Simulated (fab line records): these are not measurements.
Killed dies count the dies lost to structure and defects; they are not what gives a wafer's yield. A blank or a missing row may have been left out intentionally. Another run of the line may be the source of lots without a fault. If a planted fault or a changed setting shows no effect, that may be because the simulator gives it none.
Matching of chambers ; flow nand-harc ; rie-diel-07 running NHARC_A_CONTACT_DESCUM_74: 4 sister chambers
The step chemistry O2, time 3 s. 14 wafers are shown with their chamber, then 7 later ones without.

WAFERS, EACH WITH ITS CHAMBER
wafer;chamber;showerhead-plenum-p-Torr (Torr);drypump-motor-current-A (A);oes-product-au (a.u.)
L816.1;2;1.88;6.0;1.009
L816.3;3;1.78;5.6;1.002
L816.5;2;1.88;6.0;1.002
L818.1;2;1.87;6.0;0.982
L818.2;3;1.78;5.5;0.998
L818.5;0;2.07;5.9;0.993
L821.1;3;1.78;5.6;1.005
L821.4;1;1.91;5.9;0.998
L821.6;1;1.91;5.9;0.995
L825.2;3;1.78;5.5;1.006
L825.4;0;2.07;5.9;0.988
L825.6;1;1.90;5.9;0.995
L831.1;1;1.90;5.9;1.000
L831.5;1;1.90;5.9;0.992

SIGNATURES (means of the wafers above)
reading;chamber 0;chamber 1;chamber 2;chamber 3;scatter within a chamber
showerhead-plenum-p-Torr;2.0700;1.9040;1.8767;1.7800;0.00432
drypump-motor-current-A;5.900;5.900;6.000;5.550;0.0316
oes-product-au;0.99050;0.99600;0.99767;1.00275;0.00694
Rule: for a wafer and a chamber, the distance is found by dividing, reading by reading, the gap between the wafer's reading and the chamber's mean by the reading's scatter, squaring, summing and taking the root. If the next closest chamber is less than 2 further off than the closest, the wafer can't be placed; otherwise it belongs to the closest. The scatter: take each reading less its chamber's mean, square it, sum over the shown wafers, divide by the number of wafers less the number of chambers, and take the root.

WAFERS WITHOUT THEIR CHAMBER
wafer;showerhead-plenum-p-Torr (Torr);drypump-motor-current-A (A);oes-product-au (a.u.)
L831.6;2.07;5.9;0.990
L833.2;1.90;5.9;0.999
L833.5;1.90;5.9;0.998
L833.6;2.06;5.9;0.985
L835.2;2.06;5.9;0.993
L835.3;1.90;5.9;0.986
L835.6;1.87;6.0;0.996

EACH ONE'S CHAMBER
wafer;from the rows above;in truth
L831.6;0;0
L833.2;1;1
L833.5;1;1
L833.6;0;0
L835.2;0;0
L835.3;1;1
L835.6;2;2
Correct placement for 7 of the 7. Left unplaced by these rows: 0. Number placed wrongly: 0.
